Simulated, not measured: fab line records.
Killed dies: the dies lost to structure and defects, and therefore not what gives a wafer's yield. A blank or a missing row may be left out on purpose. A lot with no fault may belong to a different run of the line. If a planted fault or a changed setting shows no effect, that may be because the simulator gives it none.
Problem report in the 8D (eight disciplines) form, filled by code ; flow nand_harc ; the parts of the form that need people (team, actions taken, sign-off) are left out

== 1. THE ISSUE ==
oes_product_au at NHARC_A_M1_ETCH_28 reads a mean of 0.785 a.u. on 3 wafers of 2 lots; wafers without a fault read 0.998 a.u. with a standard deviation of 0.0071. That is -30 standard deviations from the usual mean.
The step: etches the open film in CF4/N2, target depth 30 nm, time 72.99 s.
First seen on wafer L514.1, day 27 07:35, on rie_diel-09. At this step, 39 wafers from 13 lots have a number in the record. The rule behind "out" and "out of limits": a value lying over 4 standard deviations away from the usual mean. The rest of the wafers with a number are treated as sound.

== 2. WHAT IT IS AND WHAT IT IS NOT ==
question;is;is not
which readings at this step;oes_product_au;bias_w, drypump_motor_current_A, rf_vpp_V, showerhead_plenum_p_Torr, throttle_valve_pct
which lots;L514, L516;L505, L506, L518, L520, L522, L523, L524, L525, L526, L527, L528
which wafers of those lots;L514.1, L514.5, L516.3;L514.3, L516.2, L516.6
read on which tools;rie_diel-09;rie_diel-07, rie_diel-13
when;from day 27 07:35;"up to then (7 sound wafers); but 29 sound wafers of L516, L518, L520, L522, L523, L524, L525, L526, L527, L528 came after"

== 3. WHAT RULES OUT EACH SUSPECT ==
Counting: a tool at a process step up to the reading stays a suspect if it ran every lot that is out. Sound lots after the first of them don't rule it out here, since some wafers of a struck lot are sound.
- rie_diel-09 at NHARC_A_M1_ETCH_28 (etches the open film in CF4/N2, target depth 30 nm, time 72.99 s): kept. It ran every lot that is out, first L514 (day 27 07:35). Out on those wafers are its own readings of oes_product_au.
- Within rie_diel-09 at NHARC_A_M1_ETCH_28: the wafers that are out ran in chamber 0; their sound lot-mates ran in chambers 1, 2, 3.
The count leaves rie_diel-09 at NHARC_A_M1_ETCH_28.

== 4. THE CAUSE (what the simulator had put in) ==
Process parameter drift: rie_diel-09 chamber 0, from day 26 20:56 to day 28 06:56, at NHARC_A_M1_ETCH_28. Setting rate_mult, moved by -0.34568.
After counting, this tool was the only one left.

== 5. SEQUENCE OF EFFECTS, ordered by route ==
One row per reading whose mean, taken over the struck wafers that have a number, lies over 3 standard deviations from the usual. Only readings for which the record gives a usual standard deviation are gone through. hours: the time from each lot's start at the first step in this table that gives one to its start at this step, as a median over the lots. sigmas: the change in usual standard deviations.
hours;step;reading;usual;on struck wafers;change;sigmas
0;NHARC_A_M1_ETCH_28;oes_product_au;0.998 a.u.;0.785;-0.213;-30
Process steps it contains:
- NHARC_A_M1_ETCH_28: etches the open film in CF4/N2, target depth 30 nm, time 72.99 s.

== 6. WHAT WOULD HAVE CAUGHT IT SOONER ==
In this record no reading fell out of limits until day 27 07:35, 11 hours after the fault had begun at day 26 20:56.
